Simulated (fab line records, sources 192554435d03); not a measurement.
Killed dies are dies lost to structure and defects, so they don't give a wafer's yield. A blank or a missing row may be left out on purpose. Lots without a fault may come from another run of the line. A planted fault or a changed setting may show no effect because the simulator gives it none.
fab line records | flow n5_finfet
record lots=24 wafers=72 last_day=20
route steps=1938 shown BEOL_M6@1256 BEOL_M7@1264
lots that met no fault: from a run of the same line without faults
start_h: hours from the record's first day to the start of the lot's first wafer shown | wait_h: hours since the lot's step before | " the same as in the row above | L1.1+2: a row that stands for several wafers | - no value, or no start given | * or withheld: withheld | < > ~ a bound
route shown NAME@n: a module of which the file shows steps, and the number in the route of the first | usual: mean/standard deviation of fault-free wafers | same: alike in all rows | chamber/n: place in a boat | sites: the reading at each site | _std_site: their standard deviation | _edge_site: outer sites' mean less inner sites' | radius_mm: how far each site lies from the wafer's centre | mask NAME#n: copy n | behind: the tool/chamber that last shaped the wafer | hold: why the lot was held/for how many hours/how that ended | device: the transistor (n, p or np) that didn't switch | end of line: the same wafers' tests at the end of the route | a step without rows: its recipe alone | killed: dies lost to structure and defects at the first sort, not the wafer's yield | map: a wafer's dies, x killed, . not, _ none there
set.NAME: the setting as run; set.NAME@STEP: as run at that earlier step | model.NAME: the simulator's own value behind a step, which no gauge read
steps of the route over a sample of lots; a table a step, a row a wafer
services: from which hour (start_h, from the record's first day; less than 0 if before it) a tool's chamber was out of use, for how many hours, and why
## steps
# step N5_BEOL_M6_ANNEAL_51
# recipe temp_c=225 time_s=90 ambient=N2
# usual anneal_temp_c=225.00/0.17 wafer_temp_C_max=225.92/0.28
# columns lot.wafer tool chamber start_h wait_h anneal_temp_c wafer_temp_C_max
L074.3 rtp_anneal-02 0 230.51 0.1 225.17 225.85
L074.4 " 0 " " 225.31 226.33
L074.5 " 0 " " 225.28 225.64
L075.2 rtp_anneal-01 0 262.37 0.5 225.01 225.77
L075.4 " 0 " " 224.89 225.70
L075.6 " 0 " " 225.02 225.65
L076.1 rtp_anneal-01 0 266.54 0.1 225.05 225.40
L076.4 " 0 " " 225.23 225.38
L076.6 " 0 " " 225.20 225.49
L077.1 rtp_anneal-02 0 273.57 0.4 225.03 226.06
L077.2 " 0 " " 224.86 225.81
L077.5 " 0 " " 224.88 226.31
L078.1 rtp_anneal-01 0 280.37 0.1 225.31 225.80
L078.3 " 0 " " 225.16 226.08
L078.4 " 0 " " 224.76 225.85
L080.1 rtp_anneal-02 0 287.36 0.1 224.89 225.96
L080.2 " 0 " " 224.81 225.80
L080.5 " 0 " " 225.11 226.48
L081.1 rtp_anneal-02 0 293.31 0.4 224.88 226.29
L081.3 " 0 " " 224.99 225.95
L081.4 " 0 " " 225.01 225.76
L082.3 rtp_anneal-01 0 298.15 0.4 224.76 226.00
L082.5 " 0 " " 224.81 225.63
L082.6 " 0 " " 224.87 225.86
L083.1 rtp_anneal-02 0 298.22 0.5 225.06 225.72
L083.5 " 0 " " 225.17 226.18
L083.6 " 0 " " 224.94 225.99
L084.3 rtp_anneal-02 0 302.68 0.6 224.96 226.83
L084.5 " 0 " " 225.11 225.74
L084.6 " 0 " " 224.95 226.04
L085.3 rtp_anneal-02 0 312.50 0.1 225.20 225.86
L085.4 " 0 " " 224.76 225.83
L085.6 " 0 " " 224.97 226.26
L092.2 rtp_anneal-01 0 314.74 0.3 224.94 225.91
L092.3 " 0 " " 225.25 225.99
L092.4 " 0 " " 225.04 225.76
L086.2 rtp_anneal-01 0 316.86 0.2 224.99 225.83
L086.3 " 0 " " 224.99 225.74
L086.6 " 0 " " 224.89 225.55
L088.3 rtp_anneal-01 0 331.64 0.1 225.23 225.61
L088.5 " 0 " " 225.26 225.90
L088.6 " 0 " " 225.03 226.07
L087.3 rtp_anneal-01 0 336.47 0.1 225.04 225.71
L087.4 " 0 " " 225.22 226.10
L087.6 " 0 " " 225.14 225.60
L089.2 rtp_anneal-02 0 336.96 0.2 225.24 225.65
L089.4 " 0 " " 224.89 225.86
L089.5 " 0 " " 224.94 226.51
L090.2 rtp_anneal-02 0 339.88 0.1 224.90 226.05
L090.4 " 0 " " 224.86 225.77
L090.5 " 0 " " 225.17 226.00
L091.1 rtp_anneal-02 0 344.41 0.1 225.03 226.61
L091.3 " 0 " " 224.89 226.19
L091.4 " 0 " " 225.23 225.94
L093.3 rtp_anneal-01 0 346.57 0.1 225.07 226.31
L093.5 " 0 " " 224.94 225.71
L093.6 " 0 " " 224.88 225.85
L079.1 rtp_anneal-02 0 371.72 0.3 224.98 226.44
L079.2 " 0 " " 224.71 226.38
L079.6 " 0 " " 224.95 226.27
L097.1 rtp_anneal-01 0 372.13 0.4 224.99 225.83
L097.2 " 0 " " 225.05 226.16
L097.6 " 0 " " 224.99 225.91
L096.1 rtp_anneal-01 0 377.32 0.2 224.81 226.18
L096.3 " 0 " " 224.70 225.68
L096.6 " 0 " " 224.94 225.92
L094.1 rtp_anneal-01 0 391.20 0.1 224.79 225.80
L094.2 " 0 " " 225.07 225.90
L094.6 " 0 " " 225.17 225.63
L095.1 rtp_anneal-01 0 396.52 0.1 225.40 225.42
L095.4 " 0 " " 225.04 225.36
L095.6 " 0 " " 225.04 225.58
# step N5_BEOL_M6_CMP_52
# recipe stop_on=SiCOH_lowk t_overpolish_s=6.9 down_force_psi=1 platen_rpm=50 clearing_platen_down_force_psi=1.5 clearing_platen_rpm=50 post_cmp_clean=cu_alkaline target_thk_nm=80 clearing_platen_pad_velocity_m_s=0.99484 pad_velocity_m_s=0.99484
# usual barrier_field_endpoint_s=29.1/0.71 motor_current_A=6.2/0.83 overpolish_run_s=6.900/0.009 time_to_endpoint_s=63.0/2.6
# columns lot.wafer tool chamber start_h wait_h barrier_field_endpoint_s motor_current_A overpolish_run_s time_to_endpoint_s
L074.4 cmp-01 1 230.84 0.2 29.7 6.1 6.916 60.6
L074.3 " 2 " " 28.7 6.6 6.885 60.7
L074.5 " 0 " " 29.1 5.4 6.906 59.7
L075.4 cmp-01 3 262.68 0.2 28.9 6.3 6.905 66.5
L075.2 " 1 " " 27.5 6.1 6.914 59.7
L075.6 " 2 " " 28.2 6.6 6.905 62.1
L076.4 cmp-02 2 266.87 0.2 29.5 7.1 6.891 61.7
L076.1 " 3 " " 28.6 5.6 6.892 65.2
L076.6 " 1 " " 29.9 5.1 6.897 66.3
L077.2 cmp-01 0 273.87 0.2 27.6 5.3 6.886 57.8
L077.1 " 2 " " 28.4 6.3 6.889 64.2
L077.5 " 1 " " 28.3 6.1 6.891 58.4
L078.4 cmp-01 3 280.66 0.1 30.7 6.0 6.886 65.4
L078.1 " 1 " " 28.9 6.2 6.906 61.7
L078.3 " 2 " " 29.6 6.7 6.892 62.1
L080.2 cmp-02 3 287.65 0.2 29.0 5.7 6.909 61.6
L080.1 " 2 " " 28.6 6.8 6.898 62.8
L080.5 " 0 " " 30.5 7.3 6.895 65.2
L081.1 cmp-02 1 293.60 0.3 29.7 5.0 6.911 66.1
L081.3 " 3 " " 29.9 5.9 6.898 64.7
L081.4 " 0 " " 29.7 7.7 6.901 64.2
L082.3 cmp-01 3 298.48 0.3 29.4 6.1 6.888 68.0
L082.6 " 0 " " 29.4 5.6 6.898 68.5
L082.5 " 1 " " 29.0 6.0 6.906 62.1
L083.1 cmp-02 3 298.56 0.3 28.8 5.7 6.899 66.0
L083.6 " 2 " " 28.7 6.9 6.896 63.2
L083.5 " 3 " " 29.3 5.7 6.896 65.3
L084.3 cmp-02 1 302.89 0.2 29.2 5.2 6.908 67.1
L084.6 " 1 " " 29.3 5.5 6.898 68.3
L084.5 " 2 " " 29.4 7.1 6.909 63.3
L085.4 cmp-02 2 312.83 0.2 28.9 7.6 6.891 62.6
L085.3 " 3 " " 28.5 5.7 6.886 64.3
L085.6 " 2 " " 28.2 7.0 6.890 61.4
L092.2 cmp-02 3 315.01 0.2 27.9 5.7 6.914 59.3
L092.3 " 1 " " 28.9 4.8 6.899 63.5
L092.4 " 2 " " 28.5 7.4 6.910 60.9
L086.3 cmp-02 2 317.20 0.3 27.3 7.1 6.891 57.9
L086.2 " 3 " " 28.4 5.7 6.911 60.8
L086.6 " 1 " " 28.8 5.2 6.914 62.0
L088.3 cmp-01 2 331.97 0.3 29.1 6.6 6.894 62.9
L088.6 " 3 " " 30.4 6.0 6.914 67.6
L088.5 " 0 " " 29.3 5.4 6.899 63.3
L087.4 cmp-02 0 336.68 0.1 28.8 7.3 6.908 64.0
L087.3 " 2 " " 28.3 7.2 6.901 58.8
L087.6 " 0 " " 28.8 7.6 6.904 62.4
L089.2 cmp-02 2 337.28 0.3 28.3 7.5 6.891 59.1
L089.4 " 0 " " 29.6 7.7 6.906 62.0
L089.5 " 1 " " 29.7 5.3 6.912 63.6
L090.4 cmp-02 2 340.13 0.1 28.4 7.2 6.919 57.7
L090.2 " 1 " " 29.2 5.0 6.912 65.0
L090.5 " 2 " " 29.2 7.1 6.906 60.3
L091.3 cmp-04 2 344.87 0.3 28.6 5.6 6.918 61.1
L091.1 " 3 " " 29.4 6.1 6.910 64.3
L091.4 " 0 " " 29.3 6.2 6.888 64.6
L093.3 cmp-01 3 346.89 0.3 28.3 5.9 6.917 64.5
L093.6 " 0 " " 28.3 5.6 6.911 60.7
L093.5 " 1 " " 28.9 6.0 6.914 62.9
L079.2 cmp-02 1 372.06 0.2 29.6 4.9 6.908 65.2
L079.1 " 2 " " 28.5 7.1 6.885 61.7
L079.6 " 1 " " 29.6 5.2 6.893 64.3
L097.2 cmp-02 3 372.43 0.2 28.3 5.8 6.902 60.4
L097.1 " 1 " " 28.4 5.2 6.897 64.5
L097.6 " 3 " " 28.4 5.9 6.896 60.2
L096.1 cmp-01 2 377.63 0.3 29.2 6.5 6.899 61.6
L096.3 " 3 " " 29.5 6.0 6.893 64.9
L096.6 " 3 " " 30.1 6.1 6.911 65.8
L094.1 cmp-01 0 391.57 0.3 29.8 5.3 6.902 62.4
L094.2 " 1 " " 29.1 6.3 6.886 60.3
L094.6 " 3 " " 30.1 5.8 6.897 63.2
L095.1 cmp-02 0 396.86 0.3 29.6 7.7 6.898 65.4
L095.4 " 1 " " 29.6 5.0 6.901 65.3
L095.6 " 0 " " 30.7 7.3 6.911 64.3
# step N5_BEOL_M7_CURE_74
# recipe temp_c=385 time_s=240 ambient=He/Ar material=SiCOH_lowk
# usual lamp_power_pct=52.32/0.054 wafer_temp_C_max=386.9/0.66
# columns lot.wafer tool chamber start_h wait_h lamp_power_pct wafer_temp_C_max
L074.3 uv_cure-03 0 231.55 0.2 52.43 387.1
L074.4 " 0 " " 52.26 386.9
L074.5 " 0 " " 52.39 387.5
L075.2 uv_cure-02 1 263.27 0.1 52.38 386.7
L075.4 " 1 " " 52.35 387.1
L075.6 " 1 " " 52.32 387.0
L076.1 uv_cure-01 0 267.39 0.0 52.35 387.0
L076.4 " 0 " " 52.25 386.0
L076.6 " 0 " " 52.31 386.4
L077.1 uv_cure-02 0 274.52 0.1 52.31 386.2
L077.2 " 0 " " 52.28 386.9
L077.5 " 0 " " 52.22 386.7
L078.1 uv_cure-01 1 281.46 0.3 52.39 386.8
L078.3 " 1 " " 52.30 387.3
L078.4 " 1 " " 52.33 386.8
L080.1 uv_cure-02 2 288.21 0.0 52.38 386.3
L080.2 " 2 " " 52.26 386.0
L080.5 " 2 " " 52.28 385.7
L081.1 uv_cure-03 0 294.15 0.0 52.25 387.1
L081.3 " 0 " " 52.26 387.0
L081.4 " 0 " " 52.33 387.5
L082.3 uv_cure-03 0 299.08 0.2 52.34 387.1
L082.5 " 0 " " 52.25 387.7
L082.6 " 0 " " 52.35 387.6
L083.1 uv_cure-01 2 299.12 0.1 52.29 387.4
L083.5 " 2 " " 52.31 386.7
L083.6 " 2 " " 52.40 387.7
L084.3 uv_cure-01 1 303.60 0.2 52.22 386.6
L084.5 " 1 " " 52.28 386.6
L084.6 " 1 " " 52.23 387.4
L085.3 uv_cure-03 0 314.11 0.7 52.25 388.1
L085.4 " 0 " " 52.30 387.2
L085.6 " 0 " " 52.38 387.1
L092.2 uv_cure-01 2 315.68 0.1 52.24 387.4
L092.3 " 2 " " 52.32 387.8
L092.4 " 2 " " 52.30 387.3
L086.2 uv_cure-02 0 318.03 0.1 52.33 386.4
L086.3 " 0 " " 52.29 386.6
L086.6 " 0 " " 52.31 386.8
L088.3 uv_cure-03 0 332.63 0.2 52.42 387.4
L088.5 " 0 " " 52.24 386.4
L088.6 " 0 " " 52.27 386.9
L087.3 uv_cure-03 1 337.75 0.6 52.36 387.2
L087.4 " 1 " " 52.34 387.6
L087.6 " 1 " " 52.23 387.1
L089.2 uv_cure-03 2 338.63 0.8 52.30 386.5
L089.4 " 2 " " 52.31 386.9
L089.5 " 2 " " 52.40 386.6
L090.2 uv_cure-03 2 340.98 0.3 52.29 386.4
L090.4 " 2 " " 52.27 386.7
L090.5 " 2 " " 52.40 386.1
L091.1 uv_cure-02 1 345.39 0.0 52.40 387.1
L091.3 " 1 " " 52.40 386.8
L091.4 " 1 " " 52.30 386.3
L093.3 uv_cure-03 0 347.49 0.2 52.34 387.8
L093.5 " 0 " " 52.28 387.7
L093.6 " 0 " " 52.29 387.2
L079.1 uv_cure-03 1 372.57 0.0 52.29 388.2
L079.2 " 1 " " 52.23 387.6
L079.6 " 1 " " 52.22 387.8
L097.1 uv_cure-03 2 373.05 0.1 52.33 385.8
L097.2 " 2 " " 52.43 386.3
L097.6 " 2 " " 52.34 386.5
L096.1 uv_cure-01 0 378.19 0.0 52.37 386.5
L096.3 " 0 " " 52.31 386.2
L096.6 " 0 " " 52.36 386.2
L094.1 uv_cure-03 2 392.08 0.0 52.32 386.3
L094.2 " 2 " " 52.34 386.0
L094.6 " 2 " " 52.28 387.0
L095.1 uv_cure-03 0 397.37 0.0 52.33 387.4
L095.4 " 0 " " 52.26 386.9
L095.6 " 0 " " 52.29 387.7
# step N5_BEOL_M7_HM_DEP_02
# recipe material=TiN target_thk_a=200 temp_c=25 chamber_pressure_pa=0.49996
# usual susceptor_temp_C=24.99/0.098 throttle_valve_pct=29.9/0.94
# columns lot.wafer tool chamber start_h wait_h susceptor_temp_C throttle_valve_pct
L074.3 pvd_sputter-02 - 233.36 1.4 25.12 29.8
L074.4 " - " " 25.14 30.8
L074.5 " - " " 24.89 30.1
L075.2 pvd_sputter-01 - 265.09 1.3 24.94 30.5
L075.4 " - " " 24.94 29.7
L075.6 " - " " 24.86 30.3
L076.1 pvd_sputter-03 - 268.46 0.5 24.97 29.5
L076.4 " - " " 25.01 30.5
L076.6 " - " " 24.87 30.7
L077.1 pvd_sputter-01 - 275.51 0.4 25.06 29.7
L077.2 " - " " 25.01 28.8
L077.5 " - " " 24.80 30.6
L078.1 pvd_sputter-03 - 282.83 0.8 25.00 30.9
L078.3 " - " " 25.00 29.7
L078.4 " - " " 25.05 29.0
L080.1 pvd_sputter-03 - 291.33 2.6 24.82 29.7
L080.2 " - " " 24.85 30.4
L080.5 " - " " 25.08 28.8
L081.1 pvd_sputter-01 - 295.68 1.0 25.10 29.7
L081.3 " - " " 24.93 28.8
L081.4 " - " " 24.99 30.5
L082.3 pvd_sputter-01 - 300.50 1.0 24.80 29.4
L082.5 " - " " 24.82 30.4
L082.6 " - " " 25.06 30.8
L083.1 pvd_sputter-01 - 300.68 1.0 25.12 29.1
L083.5 " - " " 24.87 29.6
L083.6 " - " " 25.05 29.0
L084.3 pvd_sputter-02 - 305.94 1.9 25.15 27.3
L084.5 " - " " 24.85 29.9
L084.6 " - " " 25.06 30.3
L085.3 pvd_sputter-01 - 316.81 2.3 24.98 29.9
L085.4 " - " " 25.06 30.3
L085.6 " - " " 25.17 30.4
L092.2 pvd_sputter-01 - 317.21 1.0 24.91 28.6
L092.3 " - " " 24.97 30.6
L092.4 " - " " 25.00 29.8
L086.2 pvd_sputter-03 - 320.52 2.0 25.06 29.2
L086.3 " - " " 25.08 30.7
L086.6 " - " " 25.02 30.6
L088.3 pvd_sputter-03 - 333.93 0.9 24.94 30.6
L088.5 " - " " 24.74 30.5
L088.6 " - " " 25.08 29.7
L087.3 pvd_sputter-02 - 340.42 2.3 25.08 30.3
L087.4 " - " " 24.92 27.1
L087.6 " - " " 24.86 30.0
L089.2 pvd_sputter-02 - 340.62 1.5 24.95 30.2
L089.4 " - " " 25.09 29.9
L089.5 " - " " 25.25 29.7
L090.2 pvd_sputter-02 - 342.92 1.5 25.08 30.0
L090.4 " - " " 25.06 30.2
L090.5 " - " " 24.82 30.6
L091.1 pvd_sputter-01 - 346.99 1.0 24.91 29.4
L091.3 " - " " 24.91 28.8
L091.4 " - " " 24.86 30.8
L093.3 pvd_sputter-01 - 348.33 0.4 24.94 30.6
L093.5 " - " " 24.86 29.8
L093.6 " - " " 24.98 28.7
L079.1 pvd_sputter-02 - 374.25 1.1 25.10 27.2
L079.2 " - " " 25.00 30.0
L079.6 " - " " 25.01 30.0
L097.1 pvd_sputter-01 - 374.97 1.3 24.90 30.5
L097.2 " - " " 25.05 28.8
L097.6 " - " " 25.02 29.8
L096.1 pvd_sputter-03 - 379.58 0.8 24.95 29.5
L096.3 " - " " 24.90 31.0
L096.6 " - " " 25.07 30.8
L094.1 pvd_sputter-02 - 396.71 4.1 24.79 30.5
L094.2 " - " " 24.91 29.8
L094.6 " - " " 25.03 29.9
L095.1 pvd_sputter-03 - 400.07 2.1 24.94 31.0
L095.4 " - " " 25.04 29.1
L095.6 " - " " 25.00 28.9
# step N5_BEOL_M7_ETCH_66
# recipe chemistry=N2/H2 target=SOC target_depth_a=800 overetch_a=160 mask_material=SiARC temp_c=40 time_s=120 ion_energy_ev=200 pressure_mtorr=30 source_w=840 bias_w=150 n2_flow_sccm=200 h2_flow_sccm=200
# usual drypump_motor_current_A=6.0/0.55 oes_product_au=0.60/0.055 rf_fwd_power_W=835.9/2.8 rf_vpp_V=523.8/2.5 showerhead_plenum_p_Torr=2.53/0.087 throttle_valve_pct=17.95/0.18
# columns lot.wafer tool chamber start_h wait_h drypump_motor_current_A oes_product_au rf_fwd_power_W rf_hours_counter_h rf_vpp_V showerhead_plenum_p_Torr throttle_valve_pct
L074.3 rie_diel-06 3 235.24 0.0 5.2 0.62 839.1 68 525.5 2.58 18.08
L074.4 " 0 " " 6.4 0.53 834.8 - 524.8 2.61 18.23
L074.5 " 3 " " 5.2 0.62 836.9 - 524.6 2.58 18.09
L075.2 rie_diel-01 2 267.87 0.0 6.4 0.66 838.0 42 526.8 2.70 18.09
L075.4 " 3 " " 6.0 0.69 836.2 32 522.3 2.48 17.82
L075.6 " 0 " " 6.6 0.59 835.8 - 520.3 2.45 18.14
L076.1 rie_diel-03 2 270.50 0.0 5.0 0.56 836.6 172 527.4 2.64 17.90
L076.4 " 0 " " 5.6 0.54 837.2 221 522.8 2.51 18.07
L076.6 " 2 " " 5.0 0.57 839.3 - 526.3 2.64 17.88
L077.1 rie_diel-03 0 278.36 0.0 5.5 0.53 837.0 224 522.5 2.51 18.09
L077.2 " 1 " " 6.2 0.56 835.7 179 519.1 2.43 17.64
L077.5 " 2 " " 5.0 0.57 837.5 - 526.3 2.64 17.87
L078.1 rie_diel-03 0 286.62 0.0 5.5 0.54 836.4 226 522.9 2.51 18.09
L078.3 " 3 " " 5.4 0.64 829.3 72 523.7 2.58 17.92
L078.4 " 1 " " 6.1 0.55 832.6 182 519.9 2.43 17.65
L080.1 rie_diel-01 2 295.17 0.0 6.4 0.64 836.8 51 528.4 2.70 18.10
L080.2 " 0 " " 6.7 0.59 836.4 127 520.7 2.44 18.17
L080.5 " 3 " " 6.0 0.68 829.4 - 521.0 2.48 17.84
L081.1 rie_diel-01 3 299.70 0.0 6.0 0.66 831.0 42 522.9 2.47 17.83
L081.3 " 0 " " 6.6 0.59 830.3 129 519.9 2.44 18.17
L081.4 " 1 " " 6.3 0.56 838.2 179 525.2 2.53 17.88
L083.1 rie_diel-06 0 305.05 0.0 6.4 0.73 834.6 0 524.5 2.60 17.86
L083.5 " 1 " " 5.2 0.70 836.8 - 525.4 2.60 17.60
L083.6 " 2 " " 6.4 0.57 836.7 - 520.1 2.42 17.98
L082.3 rie_diel-01 3 306.02 0.0 5.9 0.67 833.7 44 522.4 2.47 17.83
L082.5 " 3 " " 6.0 0.66 838.0 - 522.8 2.47 17.85
L082.6 " 2 " " 6.4 0.65 836.6 - 526.8 2.69 18.10
L084.3 rie_diel-01 2 308.63 0.0 6.4 0.65 837.4 55 527.8 2.69 18.12
L084.5 " 0 " " 6.6 0.58 832.4 - 521.9 2.44 18.17
L084.6 " 1 " " 6.3 0.56 838.6 - 522.6 2.53 17.88
L085.3 rie_diel-01 1 321.07 0.0 6.3 0.56 834.6 187 523.2 2.53 17.89
L085.4 " 0 " " 6.6 0.58 830.5 135 522.3 2.44 18.18
L085.6 " 3 " " 6.0 0.66 834.9 - 521.6 2.47 17.84
L092.2 rie_diel-06 2 321.22 0.0 6.4 0.57 835.8 190 520.7 2.42 17.98
L092.3 " 0 " " 6.4 0.72 830.6 5 525.8 2.60 17.84
L092.4 " 1 " " 5.2 0.69 835.9 23 526.8 2.59 17.59
L086.2 rie_diel-03 2 323.17 0.0 5.0 0.56 836.4 184 524.9 2.63 17.91
L086.3 " 3 " " 5.3 0.64 833.2 79 524.8 2.58 17.92
L086.6 " 2 " " 5.0 0.56 837.3 - 526.6 2.63 17.90
L088.3 rie_diel-06 3 335.62 0.0 5.2 0.59 834.0 100 523.8 2.56 18.16
L088.5 " 3 " " 5.2 0.59 838.0 - 523.4 2.56 18.17
L088.6 " 2 " " 6.4 0.56 837.6 - 522.0 2.42 18.01
L087.3 rie_diel-06 0 341.93 0.0 6.5 0.70 835.3 12 524.6 2.60 17.87
L087.4 " 1 " " 5.2 0.68 836.3 30 525.0 2.59 17.60
L087.6 " 3 " " 5.2 0.59 835.7 - 524.2 2.56 18.16
L089.2 rie_diel-06 1 342.36 0.0 5.2 0.68 835.6 30 525.2 2.59 17.62
L089.4 " 2 " " 6.4 0.56 838.4 197 519.9 2.42 17.99
L089.5 " 2 " " 6.4 0.57 836.2 - 521.1 2.42 18.00
L090.2 rie_diel-06 2 346.32 0.0 6.4 0.56 836.2 199 520.1 2.42 18.01
L090.4 " 1 " " 5.2 0.67 837.6 31 524.5 2.59 17.62
L090.5 " 0 " " 6.4 0.69 834.9 - 525.1 2.60 17.88
L091.1 rie_diel-06 3 349.86 0.0 5.2 0.58 835.0 105 526.1 2.56 18.15
L091.3 " 1 " " 5.2 0.68 838.3 32 525.1 2.59 17.61
L091.4 " 2 " " 6.4 0.55 840.0 200 519.7 2.42 18.01
L093.3 rie_diel-01 0 350.29 0.0 6.6 0.58 835.8 144 521.3 2.44 18.18
L093.5 " 1 " " 6.3 0.55 838.3 - 522.4 2.52 17.90
L093.6 " 0 " " 6.6 0.57 837.5 - 519.7 2.44 18.19
L079.1 rie_diel-01 0 378.65 0.0 6.6 0.57 833.4 153 521.2 2.44 18.20
L079.2 " 1 " " 6.3 0.54 838.2 203 523.3 2.52 17.91
L079.6 " 2 " " 6.4 0.62 836.1 - 527.7 2.69 18.13
L097.1 rie_diel-03 3 378.93 0.0 5.4 0.62 836.4 94 526.0 2.57 17.94
L097.2 " 0 " " 5.5 0.53 837.5 248 522.8 2.50 18.13
L097.6 " 1 " " 6.2 0.54 836.6 - 522.0 2.42 17.66
L096.1 rie_diel-01 3 383.66 0.0 6.0 0.64 836.2 67 522.1 2.46 17.87
L096.3 " 2 " " 6.4 0.62 835.9 78 526.2 2.68 18.14
L096.6 " 1 " " 6.3 0.55 836.4 - 525.1 2.52 17.92
L094.1 rie_diel-01 1 400.53 0.0 6.3 0.54 832.9 210 522.9 2.52 17.93
L094.2 " 3 " " 6.0 0.64 839.2 71 522.0 2.46 17.89
L094.6 " 0 " " 6.7 0.57 834.2 - 519.5 2.43 18.21
L095.1 rie_diel-03 2 402.27 0.0 5.0 0.55 829.4 208 526.2 2.62 17.96
L095.4 " 0 " " 5.5 0.75 837.5 1 522.4 2.50 17.69
L095.6 " 1 " " 6.1 0.53 833.2 - 520.6 2.41 17.69
# step N5_BEOL_M7_CMP_52
# recipe stop_on=SiCOH_lowk t_overpolish_s=6.9 down_force_psi=1 platen_rpm=50 clearing_platen_down_force_psi=1.5 clearing_platen_rpm=50 post_cmp_clean=cu_alkaline target_thk_nm=80 clearing_platen_pad_velocity_m_s=0.99484 pad_velocity_m_s=0.99484
# usual barrier_field_endpoint_s=28.7/0.87 motor_current_A=6.1/0.44 overpolish_run_s=6.900/0.0089 time_to_endpoint_s=61.5/2.7
# columns lot.wafer tool chamber start_h wait_h barrier_field_endpoint_s motor_current_A overpolish_run_s time_to_endpoint_s
L074.4 cmp-04 1 239.01 0.2 29.9 6.6 6.888 64.5
L074.3 " 3 " " 29.4 5.8 6.903 63.4
L074.5 " 0 " " 30.4 6.3 6.898 66.6
L075.2 cmp-04 0 270.27 0.2 29.0 6.3 6.905 64.5
L075.4 " 1 " " 28.7 6.7 6.906 58.7
L075.6 " 0 " " 29.2 6.6 6.900 64.9
L076.4 cmp-04 2 273.64 0.2 29.7 5.7 6.902 66.7
L076.1 " 0 " " 29.8 6.1 6.903 65.0
L076.6 " 2 " " 29.9 5.6 6.904 65.2
L077.2 cmp-01 3 281.69 0.3 29.0 6.2 6.905 63.5
L077.1 " 0 " " 27.0 5.4 6.882 58.4
L077.5 " 2 " " 27.9 6.4 6.896 61.1
L078.3 cmp-04 3 289.82 0.2 30.6 5.9 6.891 60.2
L078.4 " 0 " " 30.3 6.3 6.901 65.8
L078.1 " 1 " " 29.6 6.3 6.896 60.2
L080.2 cmp-04 1 297.63 0.2 27.4 6.5 6.916 58.7
L080.1 " 0 " " 28.2 6.7 6.900 66.0
L080.5 " 2 " " 28.8 5.3 6.910 63.6
L081.3 cmp-01 1 302.63 0.2 28.7 6.0 6.905 60.9
L081.4 " 2 " " 29.3 6.9 6.922 62.0
L081.1 " 0 " " 28.6 5.4 6.891 63.8
L083.1 cmp-04 3 307.77 0.4 28.6 5.8 6.911 61.6
L083.6 " 0 " " 29.5 6.4 6.904 62.7
L083.5 " 1 " " 28.9 6.4 6.878 62.9
L082.3 cmp-04 2 309.79 0.2 27.9 5.3 6.892 58.4
L082.5 " 1 " " 28.4 6.6 6.896 57.6
L082.6 " 2 " " 29.1 5.4 6.911 58.9
L084.3 cmp-01 2 311.50 0.2 29.9 6.4 6.902 64.2
L084.5 " 0 " " 31.0 5.5 6.910 67.3
L084.6 " 1 " " 30.2 6.0 6.909 66.7
L085.3 cmp-01 1 323.95 0.2 29.2 6.0 6.904 59.3
L085.4 " 0 " " 29.4 5.3 6.907 61.3
L085.6 " 2 " " 28.8 6.7 6.898 60.9
L092.3 cmp-01 3 324.49 0.2 29.1 6.1 6.908 62.7
L092.2 " 0 " " 28.4 5.1 6.887 58.6
L092.4 " 1 " " 28.9 6.1 6.885 58.5
L086.3 cmp-01 2 327.29 0.2 28.0 6.6 6.891 63.3
L086.2 " 0 " " 28.0 5.3 6.902 56.2
L086.6 " 3 " " 27.9 6.1 6.895 60.9
L088.3 cmp-04 2 339.84 0.2 28.6 5.5 6.908 61.5
L088.5 " 2 " " 29.7 5.9 6.902 64.0
L088.6 " 3 " " 28.5 5.8 6.904 60.0
L087.3 cmp-04 3 344.61 0.3 28.6 6.0 6.886 57.0
L087.4 " 2 " " 28.2 5.7 6.904 58.4
L087.6 " 3 " " 29.6 6.2 6.901 60.6
L089.4 cmp-01 1 344.97 0.1 27.1 6.3 6.886 58.0
L089.2 " 0 " " 27.7 5.3 6.896 59.5
L089.5 " 1 " " 27.0 5.8 6.902 59.4
L090.2 cmp-03 1 349.09 0.3 28.4 6.3 6.908 64.0
L090.4 " 2 " " 28.4 6.3 6.891 59.6
L090.5 " 0 " " 29.1 6.0 6.892 60.0
L091.3 cmp-01 2 352.47 0.2 28.0 6.7 6.905 58.4
L091.1 " 3 " " 28.2 6.1 6.898 57.6
L091.4 " 0 " " 28.8 5.5 6.908 59.9
L093.3 cmp-03 3 352.74 0.2 28.7 6.6 6.894 61.5
L093.6 " 3 " " 28.8 6.7 6.901 63.1
L093.5 " 0 " " 29.2 6.6 6.904 60.0
L079.2 cmp-01 3 381.68 0.2 28.7 6.1 6.895 58.6
L079.1 " 1 " " 27.5 5.9 6.896 57.8
L079.6 " 0 " " 28.6 5.3 6.889 56.8
L097.1 cmp-04 3 382.24 0.3 28.7 5.9 6.904 60.3
L097.2 " 0 " " 29.4 6.6 6.910 62.5
L097.6 " 0 " " 30.1 6.6 6.901 64.5
L096.1 cmp-03 1 386.86 0.4 29.1 6.3 6.902 61.8
L096.3 " 3 " " 28.6 6.6 6.896 63.6
L096.6 " 1 " " 30.2 6.3 6.903 62.5
L094.2 cmp-03 3 403.54 0.2 28.4 6.6 6.893 65.7
L094.1 " 0 " " 26.9 6.2 6.913 60.9
L094.6 " 3 " " 28.6 6.6 6.912 66.3
L095.1 cmp-04 1 406.15 0.3 27.6 6.2 6.891 57.5
L095.4 " 2 " " 28.2 5.5 6.909 58.1
L095.6 " 2 " " 28.5 5.3 6.899 61.2
## services
# columns tool chamber start_h hours kind
cmp-01 - 239.63 12.3 repair
uv_cure-01 - 244.20 2.1 pm
rie_diel-01 2 247.05 9.9 repair
cmp-04 - 247.41 4.0 pm
uv_cure-01 - 254.81 7.5 pm
rie_diel-06 3 281.08 5.0 repair
rie_diel-06 1 284.55 4.9 repair
cmp-01 - 288.63 2.4 repair
rie_diel-03 - 293.56 16.0 repair
cmp-02 - 319.57 0.9 repair
uv_cure-01 - 322.12 1.0 pm
cmp-01 - 327.51 4.0 pm
uv_cure-01 - 329.83 3.3 repair
cmp-04 - 331.17 1.9 repair
cmp-01 - 335.24 6.8 pm
cmp-02 - 343.07 2.4 repair
cmp-02 - 349.95 2.2 repair
uv_cure-03 - 354.90 1.5 repair
uv_cure-03 - 358.91 0.8 repair
cmp-02 - 375.92 0.5 repair
uv_cure-03 - 376.87 3.1 repair
cmp-01 - 384.90 4.7 repair
uv_cure-01 - 386.01 14.2 repair
cmp-04 - 396.63 9.5 pm
## key
fault none
